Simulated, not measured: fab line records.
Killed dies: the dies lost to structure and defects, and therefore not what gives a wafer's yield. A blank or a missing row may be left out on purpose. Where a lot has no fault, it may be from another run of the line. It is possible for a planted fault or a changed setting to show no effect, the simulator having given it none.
Split-lot trial | flow n5_finfet | on a route of 1938 steps: 7 lots, 21 wafers read

== ON THE SPLIT ==
At N5_MIM_BOT_LITHO_EXPOSE_05 (exposes mask MIM BOT), the setting dose_mj was moved away from the recipe's 24.25 on 9 of the 21 wafers read, by -7.1% to +3.9%. For the rest of the wafers, this setting stayed at what the recipe calls for.

== FROM THE SPLIT TO THE READING: what the file shows between them, 3 steps ==
- N5_MIM_BOT_LITHO_PEB_06
- N5_MIM_BOT_LITHO_DEVELOP_07: develop time 60 s
- N5_MIM_BOT_LITHO_HARDBAKE_09: time 120 s

== THE READING ==
cd_nm (nm) at N5_MIM_BOT_LITHO_CD_MEAS_08, where the cd target is 3000 nm. Typical for fault-free wafers on this fab line: 3001.3 nm, with standard deviation 2.1 nm.

wafer  | tool, chamber at the split | dose_mj as run | against the recipe | cd_nm, nm | against lot-mates on the recipe
L077.1 | krf_scanner-02, 0          | 22.97          | -5.3%              | 2991.2    | -10.5
L077.5 | krf_scanner-02, 0          | 24.25          | recipe             | 3001.7    | -
L077.6 | krf_scanner-02, 0          | 22.97          | -5.3%              | 2992.1    | -9.6
L078.4 | krf_scanner-01, 0          | 23.63          | -2.6%              | 2997.6    | -4.2
L078.5 | krf_scanner-01, 0          | 23.63          | -2.6%              | 2997.3    | -4.5
L078.6 | krf_scanner-01, 0          | 24.25          | recipe             | 3001.8    | -
L080.1 | krf_scanner-01, 0          | 24.25          | recipe             | 2998.2    | -
L080.5 | krf_scanner-01, 0          | 24.25          | recipe             | 2998.0    | -
L080.6 | krf_scanner-01, 0          | 24.25          | recipe             | 2994.7    | -
L083.4 | krf_scanner-02, 0          | 24.25          | recipe             | 3003.1    | -
L083.5 | krf_scanner-02, 0          | 24.25          | recipe             | 3002.6    | -
L083.6 | krf_scanner-02, 0          | 24.25          | recipe             | 3004.3    | -
L084.2 | krf_scanner-02, 0          | 22.54          | -7.1%              | 2990.2    | -9.4
L084.4 | krf_scanner-02, 0          | 24.25          | recipe             | 2999.6    | -
L084.6 | krf_scanner-02, 0          | 22.54          | -7.1%              | 2989.4    | -10.2
L096.3 | krf_scanner-02, 0          | 24.25          | recipe             | 3000.8    | -
L096.5 | krf_scanner-02, 0          | 24.96          | +2.9%              | 3001.5    | +0.7
L096.6 | krf_scanner-02, 0          | 24.96          | +2.9%              | 3007.6    | +6.8
L097.2 | krf_scanner-01, 0          | 24.25          | recipe             | 2998.0    | -
L097.4 | krf_scanner-01, 0          | 25.2           | +3.9%              | 3007.5    | +6.8
L097.5 | krf_scanner-01, 0          | 24.25          | recipe             | 3003.3    | -

FIT RESULTS
A straight line over all 21 wafers: cd_nm changes by +1.55 nm for each +1% of dose_mj; r = +0.89; the points scatter about the line by 2.4 nm.
The same after taking each lot's own level away (the mean of its wafers on the recipe; 21 wafers): +1.56 nm for each +1%; r = +0.94; scatter 1.7 nm.
According to that fit, moving dose_mj by its largest amount changes the reading by 11 nm.
Across the lots, their own levels run from 2996.97 to 3003.33 nm, a range of 3.0 times the standard deviation given above.
The two slopes agree, so the slope changes little with the lot-to-lot level.
Check: -11.7 nm against its lot-mates is what the line predicts for one of the wafers moved furthest among these (-7.1%) when that wafer is left out of the fit. Against them it came out at -9.4 nm.

== ADDITIONAL SPLITS CARRIED BY THESE WAFERS ==
Note: prior to the reading, these wafers also went through further splits. Each is held against what the fit with the lots' levels taken away leaves over:
other split on the same wafers | wafers away from the commonest value | r with cd_nm (lot level and that fit taken away)
N5_BEOL_M13_SPUTTER_44 time_s  | 7                                    | +0.15
N5_BEOL_M14_ETCH_59 time_s     | 3                                    | +0.11

== FILE'S OWN FIT ==
cd_nm changes by +1.58 nm for each +1% of dose_mj, r = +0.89.
